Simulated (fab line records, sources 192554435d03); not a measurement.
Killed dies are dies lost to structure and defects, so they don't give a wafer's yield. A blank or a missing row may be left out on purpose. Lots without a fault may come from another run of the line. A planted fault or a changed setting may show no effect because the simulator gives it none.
fab line records | flow n5_finfet
record lots=5 wafers=14 last_day=17
route steps=1938 shown PASSIVATION@1918
lots that met no fault: from a run of the same line without faults
start_h: hours from the record's first day to the start of the lot's first wafer shown | wait_h: hours since the lot's step before | " the same as in the row above | L1.1+2: a row that stands for several wafers | - no value, or no start given | * or withheld: withheld | < > ~ a bound
route shown NAME@n: a module of which the file shows steps, and the number in the route of the first | usual: mean/standard deviation of fault-free wafers | same: alike in all rows | chamber/n: place in a boat | sites: the reading at each site | _std_site: their standard deviation | _edge_site: outer sites' mean less inner sites' | radius_mm: how far each site lies from the wafer's centre | mask NAME#n: copy n | behind: the tool/chamber that last shaped the wafer | hold: why the lot was held/for how many hours/how that ended | device: the transistor (n, p or np) that didn't switch | end of line: the same wafers' tests at the end of the route | a step without rows: its recipe alone | killed: dies lost to structure and defects at the first sort, not the wafer's yield | map: a wafer's dies, x killed, . not, _ none there
set.NAME: the setting as run; set.NAME@STEP: as run at that earlier step | model.NAME: the simulator's own value behind a step, which no gauge read
lots at some steps of the route; a table a step, a row a wafer
services: from which hour (start_h, from the record's first day; less than 0 if before it) a tool's chamber was out of use, for how many hours, and why
## steps
# step N5_PASSIVATION_COAT_38
# recipe spin_rpm=3000 resist_thk_nm=withheld
# step N5_PASSIVATION_EBR_40
# recipe solvent=PGMEA ebr_width_mm=1.5
# step N5_PASSIVATION_SOFTBAKE_39
# recipe temp_c=110 time_s=120
# step N5_PASSIVATION_EXPOSE_41
# recipe mask_id=PASS_OPEN na=0.55 defocus_nm=0 source_shape=conventional sigma_outer=0.8 polarization=unpolarized target_cd_nm=40000 dose_mj=57.25
# step N5_PASSIVATION_PEB_42
# recipe peb_temp_c=withheld peb_time_s=*
# step N5_PASSIVATION_DEVELOP_43
# recipe develop_time_s=60 rinse_liquid=diw dry=air_spin dev_temp_c=21
# step N5_PASSIVATION_HARDBAKE_45
# recipe temp_c=130 time_s=120
# step N5_PASSIVATION_CD_MEAS_44
# recipe target_cd_nm=40000 landing_energy_ev=500 detector=se_inlens
# usual cd_nm=40001/3
# columns lot.wafer tool chamber start_h wait_h cd_nm
L721.2 cd_sem-01 0 278.97 - 40001
L721.5 " 0 " " 40003
L719.3 cd_sem-01 0 279.05 - 39999
L719.4 " 0 " " 40000
L719.6 " 0 " " 40003
L732.2 cd_sem-03 0 348.93 - 39996
L732.4 " 0 " " 40001
L732.5 " 0 " " 40001
L733.2 cd_sem-01 0 351.18 - 40001
L733.3 " 0 " " 40000
L733.4 " 0 " " 40004
L741.1 cd_sem-02 0 414.15 - 40003
L741.2 " 0 " " 40006
L741.4 " 0 " " 40004
# step N5_PASSIVATION_OVL_MEAS_66
# recipe points_per_wafer=44
# usual PASS_OPEN_OVL=0/6.4
# columns lot.wafer tool chamber start_h wait_h PASS_OPEN_OVL[nm]
L721.2 overlay-02 0 279.00 0.0 -6
L721.5 " 0 " " 3
L719.3 overlay-02 0 279.08 0.0 -2
L719.4 " 0 " " -2
L719.6 " 0 " " -6
L732.2 overlay-02 0 348.96 0.0 -7
L732.4 " 0 " " -6
L732.5 " 0 " " 1
L733.2 overlay-01 0 351.21 0.0 -1
L733.3 " 0 " " 11
L733.4 " 0 " " 8
L741.1 overlay-02 0 414.18 0.0 -1
L741.2 " 0 " " 10
L741.4 " 0 " " 6
# step N5_PASSIVATION_INSPECT_67
# recipe mode=adi inspect_instrument=macro
# usual raw_defect_count=2.2/1.4
# columns lot.wafer tool chamber start_h wait_h raw_defect_count
L721.2 defect_inspect-02 - 279.02 0.0 1
L721.5 " - " " 4
L719.3 defect_inspect-02 - 279.10 0.0 2
L719.4 " - " " 1
L719.6 " - " " 1
L732.2 defect_inspect-01 - 348.98 0.0 2
L732.4 " - " " 2
L732.5 " - " " 1
L733.2 defect_inspect-02 - 351.24 0.0 4
L733.3 " - " " 3
L733.4 " - " " 1
L741.1 defect_inspect-01 - 414.20 0.0 4
L741.2 " - " " 6
L741.4 " - " " 2
# step N5_PASSIVATION_DESCUM_46
# recipe chemistry=O2 time_s=7.9 source_power_w=50 bias_power_w=20 pressure_mtorr=20 rf_frequency_hz=2.712e+07 temp_c=40 o2_flow_sccm=225
# usual drypump_motor_current_A=5.7/0.38 oes_product_au=0.80/0.052 rf_vpp_V=243.6/1.3 showerhead_plenum_p_Torr=2.13/0.071 temp_c=40.01/0.11 throttle_valve_pct=20.39/0.24
# columns lot.wafer tool chamber start_h wait_h drypump_motor_current_A oes_product_au rf_hours_counter_h rf_vpp_V showerhead_plenum_p_Torr temp_c throttle_valve_pct
L721.2 rie_diel-03 3 279.06 0.0 5.6 0.79 88 241.8 2.12 39.89 20.37
L721.5 " 0 " " 6.1 0.79 - 243.2 2.08 40.10 20.68
L719.3 rie_diel-06 2 279.27 0.2 5.1 0.83 66 243.7 2.12 39.95 20.00
L719.4 " 1 " " 6.1 0.75 138 242.3 2.03 39.86 20.56
L719.6 " 0 " " 6.2 0.81 - 243.1 2.22 40.15 20.18
L732.2 rie_diel-06 0 349.20 0.2 6.2 0.77 117 246.5 2.21 39.99 20.20
L732.4 " 3 " " 5.8 0.78 134 243.8 2.17 39.77 20.15
L732.5 " 0 " " 6.1 0.77 - 244.1 2.21 40.05 20.22
L733.2 rie_diel-03 3 352.44 1.2 5.6 0.77 119 242.2 2.11 39.85 20.42
L733.3 " 0 " " 6.1 0.76 162 242.2 2.07 39.90 20.74
L733.4 " 2 " " 5.5 0.81 101 244.3 2.19 39.92 20.65
L741.1 rie_diel-06 0 414.23 0.0 6.2 0.75 141 243.9 2.20 39.91 20.26
L741.2 " 1 " " 6.0 0.70 189 240.8 2.01 40.13 20.63
L741.4 " 2 " " 5.1 0.78 112 242.4 2.10 39.85 20.06
# step N5_PASSIVATION_PASS_ETCH_47
# recipe chemistry=CF4/O2 target=SiNx target_depth_a=7700 time_s=385 ion_energy_ev=100 pressure_mtorr=40 source_w=535 bias_w=49 Ar_flow_sccm=100 cf4_flow_sccm=100 O2_flow_sccm=10
# usual bias_w=49.00/0.15 drypump_motor_current_A=5.7/0.38 oes_product_au=0.80/0.049 rf_vpp_V=240/5.6 showerhead_plenum_p_Torr=2.24/0.066 throttle_valve_pct=15.79/0.25
# columns lot.wafer tool chamber start_h wait_h bias_w drypump_motor_current_A oes_product_au rf_hours_counter_h rf_vpp_V showerhead_plenum_p_Torr throttle_valve_pct
L721.2 rie_diel-03 3 279.09 0.0 48.78 5.6 0.80 88 254 2.22 15.65
L721.5 " 0 " " 48.80 6.1 0.78 - 236 2.21 16.20
L719.3 rie_diel-06 2 279.30 0.0 48.94 5.1 0.82 66 239 2.22 15.44
L719.4 " 1 " " 49.12 6.1 0.77 138 240 2.12 15.89
L719.6 " 0 " " 48.98 6.2 0.81 - 246 2.30 15.40
L732.2 rie_diel-06 0 349.24 0.0 49.05 6.2 0.78 117 246 2.29 15.47
L732.4 " 3 " " 48.91 5.8 0.77 134 242 2.30 15.76
L732.5 " 0 " " 49.22 6.1 0.78 - 248 2.29 15.47
L733.2 rie_diel-03 3 352.48 0.0 49.07 5.6 0.77 119 251 2.21 15.71
L733.3 " 0 " " 49.11 6.1 0.76 163 237 2.20 16.26
L733.4 " 2 " " 48.85 5.5 0.81 101 235 2.30 16.06
L741.1 rie_diel-06 0 414.27 0.0 49.10 6.1 0.75 141 247 2.28 15.50
L741.2 " 1 " " 49.23 6.1 0.71 189 239 2.10 15.98
L741.4 " 2 " " 49.08 5.1 0.77 112 241 2.21 15.54
# step N5_PASSIVATION_ETCH_54
# recipe chemistry=CHF3/O2 target=SiO2 target_depth_a=8800 CHF3_flow_sccm=50 O2_flow_sccm=5 Ar_flow_sccm=200 time_s=440 mask_material=PR pressure_mtorr=30 source_w=650 bias_w=170 ion_energy_ev=200
# usual bias_w=170.0/0.48 drypump_motor_current_A=5.7/0.38 oes_product_au=0.80/0.048 rf_vpp_V=523/12 showerhead_plenum_p_Torr=2.45/0.07 throttle_valve_pct=18.74/0.26
# columns lot.wafer tool chamber start_h wait_h bias_w drypump_motor_current_A oes_product_au rf_hours_counter_h rf_vpp_V showerhead_plenum_p_Torr throttle_valve_pct model.etch.depth_nm model.PASSIVATION.feature_depth_nm
L721.2 rie_diel-03 3 279.32 0.1 170.1 5.6 0.80 88 548 2.43 18.63 895.3 895.2
L721.5 " 0 " " 169.9 6.1 0.79 - 517 2.43 19.21 879.4 879.4
L719.3 rie_diel-06 2 279.53 0.1 168.8 5.1 0.81 66 522 2.44 18.42 897.5 897.4
L719.4 " 1 " " 170.0 6.1 0.76 138 522 2.31 18.80 883.4 883.4
L719.6 " 0 " " 169.9 6.2 0.80 - 538 2.52 18.37 880.7 880.8
L732.2 rie_diel-06 0 349.46 0.1 170.2 6.1 0.77 117 536 2.51 18.44 876.4 876.4
L732.4 " 3 " " 169.9 5.8 0.78 134 526 2.52 18.71 923 923
L732.5 " 0 " " 170.0 6.1 0.77 - 537 2.51 18.42 875.8 875.8
L733.2 rie_diel-03 3 352.70 0.1 140.9 5.6 0.76 119 474 2.42 18.67 835.9 836
L733.3 " 0 " " 170.4 6.1 0.76 163 515 2.41 19.28 868.9 869
L733.4 " 2 " " 170.2 5.5 0.81 102 509 2.51 18.98 894.8 894.8
L741.1 rie_diel-06 0 414.50 0.1 169.4 6.2 0.76 141 537 2.50 18.46 871 871
L741.2 " 1 " " 171.0 6.1 0.71 189 520 2.29 18.87 874.3 874.4
L741.4 " 2 " " 169.4 5.1 0.77 112 523 2.42 18.51 887.1 887
# step N5_PASSIVATION_STRIP_48
# recipe chemistry=O2 power_w=600 temp_c=60 pressure_mtorr=30 rf_frequency_hz=6e+07 bias_power_w=0 overash_fraction=0.5 o2_flow_sccm=225
# usual drypump_motor_current_A=5.7/0.38 oes_product_au=0.80/0.055 rf_vpp_V=4.0/2.5 showerhead_plenum_p_Torr=2.14/0.071 temp_c=60.00/0.15 throttle_valve_pct=16.64/0.24
# columns lot.wafer tool chamber start_h wait_h drypump_motor_current_A oes_product_au rf_hours_counter_h rf_vpp_V showerhead_plenum_p_Torr temp_c throttle_valve_pct
L721.2 rie_diel-03 3 279.61 0.1 5.6 0.83 89 9.6 2.13 60.01 16.53
L721.5 " 0 " " 6.2 0.79 - 4.3 2.09 60.04 16.95
L719.3 rie_diel-06 2 279.82 0.1 5.2 0.83 66 5.1 2.13 60.00 16.25
L719.4 " 1 " " 6.0 0.74 138 2.2 2.03 60.10 16.82
L719.6 " 0 " " 6.1 0.80 - 5.9 2.22 60.18 16.29
L732.2 rie_diel-06 0 349.75 0.1 6.1 0.79 117 4.2 2.21 59.91 16.43
L732.4 " 3 " " 5.8 0.80 134 5.2 2.17 59.89 16.50
L732.5 " 0 " " 6.1 0.77 - 4.0 2.21 59.84 16.43
L733.2 rie_diel-03 3 352.99 0.1 5.7 0.78 119 2.7 2.12 60.07 16.63
L733.3 " 0 " " 6.2 0.76 163 3.1 2.08 60.00 16.97
L733.4 " 2 " " 5.5 0.81 102 7.5 2.20 60.08 16.91
L741.1 rie_diel-06 0 414.79 0.1 6.2 0.76 141 4.5 2.20 60.20 16.44
L741.2 " 1 " " 6.1 0.70 189 1.9 2.01 59.64 16.84
L741.4 " 2 " " 5.2 0.81 112 4.9 2.11 60.02 16.32
# step N5_PASSIVATION_PROBE_49
# usual defect_limited_yield=91.2/1.5 killed_at_M0_to_M3=36/10 killed_at_M4_up=13/6 killed_at_contacts=11/5.2 killed_at_front_end=40/11 killed_at_other=3.1/2.9 killed_dies=104/17 killed_open=66/12 killed_short=34/7.7 sort_bin_5_function=5.1/0.91 sort_bin_6_memory=3.2/0.67 sort_n_pass=1076/17 sort_yield_pct=91.2/1.5
# same gross_dies=1180 killed_at_back_side=0 sort_bin_4_leakage[%]=0 sort_bin_8_speed[%]=0
# columns lot.wafer tool chamber start_h wait_h defect_limited_yield[%] killed_at_M0_to_M3 killed_at_M4_up killed_at_contacts killed_at_front_end killed_at_other killed_dies killed_open killed_short sort_bin_5_function[%] sort_bin_6_memory[%] sort_n_pass sort_yield_pct[%]
L721.2 prober-01 - 282.15 0.1 90.8 27 12 22 41 7 109 79 29 5.6 3.3 1071 90.8
L721.5 prober-01 - 282.30 0.2 91.9 17 13 13 49 3 95 72 21 5.4 2.4 1085 91.9
L719.3 prober-02 - 283.98 0.1 88.1 41 20 19 53 7 140 87 52 7.2 4.2 1040 88.1
L719.4 prober-02 - 284.03 0.2 90.5 44 13 13 39 3 112 72 38 5.7 3.5 1068 90.5
L719.6 prober-02 - 284.13 0.3 89.9 58 20 14 27 0 119 85 29 5.7 4.0 1061 89.9
L732.2 prober-02 - 352.96 0.7 93.0 37 6 6 32 2 83 44 34 3.4 3.2 1097 93.0
L732.4 prober-02 - 353.06 0.8 91.5 35 7 9 42 7 100 61 35 4.2 3.4 1080 91.5
L732.5 prober-02 - 353.11 0.9 92.0 32 10 17 33 2 94 67 25 4.7 2.8 1086 92.0
L733.2 prober-02 - 355.53 0.1 92.1 41 6 7 39 0 93 60 27 4.7 2.5 1087 92.1
L733.3 prober-02 - 355.58 0.1 91.0 36 13 12 45 0 106 70 30 5.3 3.5 1074 91.0
L733.4 prober-02 - 355.63 0.2 91.4 30 12 8 52 0 102 64 36 5.7 2.4 1078 91.4
L741.1 prober-02 - 417.28 0.0 92.5 29 10 9 40 0 88 63 25 4.7 2.4 1092 92.5
L741.2 prober-02 - 417.33 0.1 94.7 16 4 6 32 5 63 34 22 2.3 2.5 1117 94.7
L741.4 prober-02 - 417.43 0.2 93.2 27 15 6 32 0 80 58 22 3.7 2.9 1100 93.2
# killed by level:class
L721.2 FIN_SAQP:geometric_particle:open=19 MOL_CONTACT_COAG:geometric_particle:open=18 BEOL_M3:geometric_particle:open=8 BEOL_M4:geometric_particle:open=5 MOL_CONTACT_COAG:geometric_particle:short=4 BEOL_M0_SAQP:geometric_particle:open=4 BEOL_M2:geometric_particle:open=4 STARTING-WAFER:geometric_particle:short=4
L721.5 FIN_SAQP:geometric_particle:open=21 MOL_CONTACT_COAG:geometric_particle:open=12 BEOL_M4:geometric_particle:open=8 FIN_SAQP:geometric_particle:short=6 BEOL_M0_SAQP:geometric_particle:short=5 STI_FIN_REVEAL:geometric_particle:open=4 ILD0:geometric_particle:open=4 BEOL_M3:geometric_particle:open=4
L719.3 MOL_CONTACT_COAG:geometric_particle:open=17 BEOL_M4:geometric_particle:open=12 FIN_SAQP:geometric_particle:short=10 FIN_SAQP:geometric_particle:open=10 BEOL_M0_SAQP:geometric_particle:short=10 BEOL_M2:geometric_particle:open=9 STI_FIN_REVEAL:geometric_particle:open=8 STARTING-WAFER:geometric_particle:short=8
L719.4 STI_FIN_REVEAL:geometric_particle:open=11 BEOL_M3:geometric_particle:open=10 MOL_CONTACT_COAG:geometric_particle:open=8 BEOL_M2:geometric_particle:open=8 FIN_SAQP:geometric_particle:open=7 BEOL_M0_SAQP:geometric_particle:short=7 BEOL_M4:geometric_particle:open=7 DUMMY_GATE:geometric_particle:open=5
L719.6 BEOL_M2:geometric_particle:open=19 BEOL_M4:geometric_particle:open=10 BEOL_M3:geometric_particle:open=10 MOL_CONTACT_COAG:geometric_particle:open=8 STI_FIN_REVEAL:geometric_particle:open=7 BEOL_M1:geometric_particle:open=7 FIN_SAQP:geometric_particle:open=5 BEOL_M0_SAQP:geometric_particle:short=5
L732.2 BEOL_M3:geometric_particle:open=9 FIN_SAQP:geometric_particle:short=7 BEOL_M0_SAQP:geometric_particle:open=7 BEOL_M0_SAQP:geometric_particle:short=7 MOL_CONTACT_COAG:geometric_particle:open=6 DUMMY_GATE:geometric_particle:open=4 GATE_CUT:geometric_particle:open=4 GATE_CUT:geometric_particle:short=3
L732.4 FIN_SAQP:geometric_particle:short=9 FIN_SAQP:geometric_particle:open=9 MOL_CONTACT_COAG:geometric_particle:open=9 BEOL_M0_SAQP:geometric_particle:short=8 GATE_CUT:geometric_particle:short=7 BEOL_M3:geometric_particle:open=7 BEOL_M2:geometric_particle:open=7 DUMMY_GATE:geometric_particle:open=6
L732.5 MOL_CONTACT_COAG:geometric_particle:open=16 BEOL_M3:geometric_particle:open=8 BEOL_M0_SAQP:geometric_particle:short=7 FIN_SAQP:geometric_particle:open=6 BEOL_M0_SAQP:geometric_particle:open=6 BEOL_M4:geometric_particle:open=6 FIN_SAQP:geometric_particle:short=5 DUMMY_GATE:geometric_particle:open=5
L733.2 BEOL_M0_SAQP:geometric_particle:open=12 BEOL_M2:geometric_particle:open=10 FIN_SAQP:geometric_particle:open=9 STARTING-WAFER:geometric_particle:open=7 STI_FIN_REVEAL:geometric_particle:open=5 MOL_CONTACT_COAG:geometric_particle:open=5 BEOL_M0_SAQP:geometric_particle:short=5 BEOL_M2:geometric_particle:short=5
L733.3 STI_FIN_REVEAL:geometric_particle:open=11 BEOL_M3:geometric_particle:open=10 FIN_SAQP:geometric_particle:open=9 MOL_CONTACT_COAG:geometric_particle:open=8 BEOL_M0_SAQP:geometric_particle:open=6 BEOL_M0_SAQP:geometric_particle:short=6 DUMMY_GATE:geometric_particle:open=5 BEOL_M1:geometric_particle:open=5
L733.4 DUMMY_GATE:geometric_particle:open=12 FIN_SAQP:geometric_particle:open=10 STI_FIN_REVEAL:geometric_particle:open=9 BEOL_M0_SAQP:geometric_particle:short=8 FIN_SAQP:geometric_particle:short=7 BEOL_M0_SAQP:geometric_particle:open=5 MOL_CONTACT_COAG:geometric_particle:open=4 BEOL_M3:geometric_particle:open=4
L741.1 BEOL_M3:geometric_particle:open=12 MOL_CONTACT_COAG:geometric_particle:open=9 STI_FIN_REVEAL:geometric_particle:open=8 FIN_SAQP:geometric_particle:short=7 FIN_SAQP:geometric_particle:open=6 BEOL_M0_SAQP:geometric_particle:open=5 BEOL_M1:geometric_particle:open=5 BEOL_M3:geometric_particle:short=5
L741.2 FIN_SAQP:geometric_particle:short=6 BEOL_M3:geometric_particle:open=6 HKMG_FIN:area_etch=5 STI_FIN_REVEAL:geometric_particle:open=4 GATE_CUT:geometric_particle:short=4 MOL_CONTACT_COAG:geometric_particle:open=4 BEOL_M1:geometric_particle:open=4 FIN_SAQP:geometric_particle:open=3
L741.4 BEOL_M3:geometric_particle:open=14 BEOL_M0_SAQP:geometric_particle:short=8 FIN_SAQP:geometric_particle:open=7 STI_FIN_REVEAL:geometric_particle:open=7 FIN_SAQP:geometric_particle:short=6 BEOL_M4:geometric_particle:open=6 MOL_CONTACT_COAG:geometric_particle:open=5 BEOL_M0_SAQP:geometric_particle:open=5
## services
# columns tool chamber start_h hours kind
rie_diel-06 - 307.32 2.8 pm
rie_diel-06 2 386.98 7.8 repair
## key
first_sign step=N5_PASSIVATION_ETCH_54 reading=bias_w direction=down sigmas=61 usual=* struck=*
effect step=N5_PASSIVATION_ETCH_54 reading=rf_vpp_V direction=down sigmas=4 usual=523 struck=474
model_effect step=N5_PASSIVATION_ETCH_54 value=etch.depth_nm without=888 struck=835.9
met_at N5_PASSIVATION_ETCH_54
struck_wafers L733.2
onset_between 279.32 352.70
fault kind=process_parameter_drift tool=rie_diel-03 chamber=3 onset_h=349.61 steps=N5_PASSIVATION_ETCH_54 channel=bias_w offset=* shape=step end_h=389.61 acts_in=* stated=*
